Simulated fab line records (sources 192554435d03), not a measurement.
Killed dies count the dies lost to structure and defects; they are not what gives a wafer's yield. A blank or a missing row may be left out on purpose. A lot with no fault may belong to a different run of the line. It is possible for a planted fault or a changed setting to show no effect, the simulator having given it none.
Chamber matching :: flow n5-finfet :: N5_BEOL_M0_SAQP_PECVD_04 on pecvd-04 has 3 sister chambers
The step deposits a-Si from SiH4/He, target thk 60 nm, time 60.2 s. 22 wafers are shown with their chamber, then 11 later ones without.

== WAFERS WITH THEIR CHAMBER ==
wafer: L074.1
chamber: 2
showerhead-plenum-p-Torr (Torr): 5.65
throttle-valve-pct (%): 21.3
heater-power-w (W): 493

wafer: L074.4
chamber: 2
showerhead-plenum-p-Torr (Torr): 5.65
throttle-valve-pct (%): 21.6
heater-power-w (W): 495

wafer: L074.5
chamber: 2
showerhead-plenum-p-Torr (Torr): 5.65
throttle-valve-pct (%): 21.7
heater-power-w (W): 493

wafer: L075.3
chamber: 0
showerhead-plenum-p-Torr (Torr): 5.48
throttle-valve-pct (%): 18.8
heater-power-w (W): 557

wafer: L075.5
chamber: 2
showerhead-plenum-p-Torr (Torr): 5.66
throttle-valve-pct (%): 21.3
heater-power-w (W): 512

wafer: L075.6
chamber: 0
showerhead-plenum-p-Torr (Torr): 5.50
throttle-valve-pct (%): 18.8
heater-power-w (W): 562

wafer: L077.1
chamber: 1
showerhead-plenum-p-Torr (Torr): 5.66
throttle-valve-pct (%): 18.3
heater-power-w (W): 509

wafer: L077.5
chamber: 1
showerhead-plenum-p-Torr (Torr): 5.68
throttle-valve-pct (%): 18.0
heater-power-w (W): 527

wafer: L077.6
chamber: 0
showerhead-plenum-p-Torr (Torr): 5.48
throttle-valve-pct (%): 18.6
heater-power-w (W): 532

wafer: L079.2
chamber: 2
showerhead-plenum-p-Torr (Torr): 5.65
throttle-valve-pct (%): 21.7
heater-power-w (W): 480

wafer: L079.4
chamber: 0
showerhead-plenum-p-Torr (Torr): 5.48
throttle-valve-pct (%): 18.5
heater-power-w (W): 540

wafer: L079.6
chamber: 1
showerhead-plenum-p-Torr (Torr): 5.68
throttle-valve-pct (%): 18.2
heater-power-w (W): 552

wafer: L080.1
chamber: 2
showerhead-plenum-p-Torr (Torr): 5.66
throttle-valve-pct (%): 21.5
heater-power-w (W): 501

wafer: L080.2
chamber: 1
showerhead-plenum-p-Torr (Torr): 5.69
throttle-valve-pct (%): 18.3
heater-power-w (W): 489

wafer: L080.5
chamber: 0
showerhead-plenum-p-Torr (Torr): 5.49
throttle-valve-pct (%): 18.8
heater-power-w (W): 489

wafer: L082.2
chamber: 0
showerhead-plenum-p-Torr (Torr): 5.48
throttle-valve-pct (%): 18.7
heater-power-w (W): 497

wafer: L082.4
chamber: 0
showerhead-plenum-p-Torr (Torr): 5.47
throttle-valve-pct (%): 18.5
heater-power-w (W): 499

wafer: L082.5
chamber: 1
showerhead-plenum-p-Torr (Torr): 5.70
throttle-valve-pct (%): 18.1
heater-power-w (W): 546

wafer: L083.1
chamber: 1
showerhead-plenum-p-Torr (Torr): 5.68
throttle-valve-pct (%): 18.3
heater-power-w (W): 542

wafer: L083.2
chamber: 0
showerhead-plenum-p-Torr (Torr): 5.48
throttle-valve-pct (%): 19.0
heater-power-w (W): 542

wafer: L083.5
chamber: 0
showerhead-plenum-p-Torr (Torr): 5.48
throttle-valve-pct (%): 18.8
heater-power-w (W): 548

wafer: L085.2
chamber: 2
showerhead-plenum-p-Torr (Torr): 5.66
throttle-valve-pct (%): 21.8
heater-power-w (W): 456

SIGNATURES (averages over the wafers above)
reading: showerhead-plenum-p-Torr
chamber 0: 5.4822
chamber 1: 5.6817
chamber 2: 5.6543
scatter within a chamber: 0.00921

reading: throttle-valve-pct
chamber 0: 18.722
chamber 1: 18.200
chamber 2: 21.557
scatter within a chamber: 0.167

reading: heater-power-w
chamber 0: 529.56
chamber 1: 527.50
chamber 2: 490.00
scatter within a chamber: 24
Rule: distance of a wafer from a chamber = root of the sum over the readings of ((wafer's reading minus chamber's mean) / reading's scatter) squared. If the next closest chamber is less than 2 further off than the closest, the wafer can't be placed; otherwise it belongs to the closest. The scatter: take each reading less its chamber's mean, square it, sum over the shown wafers, divide by the number of wafers less the number of chambers, and take the root.

== WAFERS WHOSE CHAMBER IS MISSING ==
wafer: L085.5
showerhead-plenum-p-Torr (Torr): 5.67
throttle-valve-pct (%): 18.2
heater-power-w (W): 516

wafer: L085.6
showerhead-plenum-p-Torr (Torr): 5.66
throttle-valve-pct (%): 21.5
heater-power-w (W): 468

wafer: L090.1
showerhead-plenum-p-Torr (Torr): 5.68
throttle-valve-pct (%): 18.0
heater-power-w (W): 560

wafer: L090.4
showerhead-plenum-p-Torr (Torr): 5.48
throttle-valve-pct (%): 18.9
heater-power-w (W): 518

wafer: L090.5
showerhead-plenum-p-Torr (Torr): 5.48
throttle-valve-pct (%): 18.7
heater-power-w (W): 520

wafer: L091.1
showerhead-plenum-p-Torr (Torr): 5.48
throttle-valve-pct (%): 18.5
heater-power-w (W): 544

wafer: L091.4
showerhead-plenum-p-Torr (Torr): 5.48
throttle-valve-pct (%): 18.9
heater-power-w (W): 557

wafer: L091.5
showerhead-plenum-p-Torr (Torr): 5.67
throttle-valve-pct (%): 17.9
heater-power-w (W): 532

wafer: L093.1
showerhead-plenum-p-Torr (Torr): 5.65
throttle-valve-pct (%): 18.2
heater-power-w (W): 480

wafer: L093.4
showerhead-plenum-p-Torr (Torr): 5.48
throttle-valve-pct (%): 18.8
heater-power-w (W): 560

wafer: L093.6
showerhead-plenum-p-Torr (Torr): 5.47
throttle-valve-pct (%): 19.1
heater-power-w (W): 577

== WHICH CHAMBER EACH ONE RAN IN ==
wafer: L085.5
from the rows above: 1
in truth: 1

wafer: L085.6
from the rows above: 2
in truth: 2

wafer: L090.1
from the rows above: 1
in truth: 1

wafer: L090.4
from the rows above: 0
in truth: 0

wafer: L090.5
from the rows above: 0
in truth: 0

wafer: L091.1
from the rows above: 0
in truth: 0

wafer: L091.4
from the rows above: 0
in truth: 0

wafer: L091.5
from the rows above: 1
in truth: 1

wafer: L093.1
from the rows above: 1
in truth: 1

wafer: L093.4
from the rows above: 0
in truth: 0

wafer: L093.6
from the rows above: 0
in truth: 0
11 of 11 placed correctly. Not placeable from these rows: 0. Placed wrongly: 0.
